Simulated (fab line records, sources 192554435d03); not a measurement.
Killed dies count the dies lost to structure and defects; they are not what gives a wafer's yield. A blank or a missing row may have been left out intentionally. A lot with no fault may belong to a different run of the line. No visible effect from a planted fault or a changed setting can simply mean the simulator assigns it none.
Matching of chambers	flow n5 finfet	ald sin-02 running N5_BEOL_M0_SAQP_SPACER1_ALD_98: 4 sister chambers
The step deposits SiO2, target thk 12.8 nm, pulse time 1 s, purge time 2 s. 8 wafers are shown with their chamber, then 7 later ones without.

EACH WAFER AND ITS CHAMBER
wafer	chamber	heater power w (W)	precursor pulse height rel
L988.3	0	502	0.964
L990.6	1	525	1.018
L992.1	3	433	1.013
L998.2	2	425	0.995
L998.3	3	435	1.002
L998.6	2	426	1.005
L108.2	1	544	0.978
L108.3	0	471	1.020

WAFERS MISSING THEIR CHAMBER
wafer	heater power w (W)	precursor pulse height rel
L108.4	446	1.011
L109.3	543	0.990
L109.5	454	1.002
L109.6	401	0.970
L110.3	469	1.002
L110.4	407	0.997
L110.5	453	0.991

THE CHAMBER EACH PASSED THROUGH
wafer	from the rows above	in truth
L108.4	can't be placed: 3 or 2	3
L109.3	1	1
L109.5	can't be placed: 3 or 2 or 0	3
L109.6	can't be placed: 2 or 3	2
L110.3	can't be placed: 0 or 3 or 2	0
L110.4	can't be placed: 2 or 3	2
L110.5	can't be placed: 3 or 2 or 0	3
1 of 7 placed correctly. Not placeable from these rows: 6 (in 6, the candidates include the true chamber). Number placed wrongly: 0.
How it was worked out, from the rows above alone: a wafer's distance from a chamber is the root of the sum, over the readings, of the square of ((its reading less the chamber's mean) divided by the reading's scatter). If the next closest chamber is less than 2 further off than the closest, the wafer can't be placed; otherwise it belongs to the closest. The mean given for a chamber averages the wafers shown for that chamber. How the scatter is found: for the shown wafers, subtract from each reading the mean of its chamber, square and add these, divide the total by (wafers less chambers), then take the root.
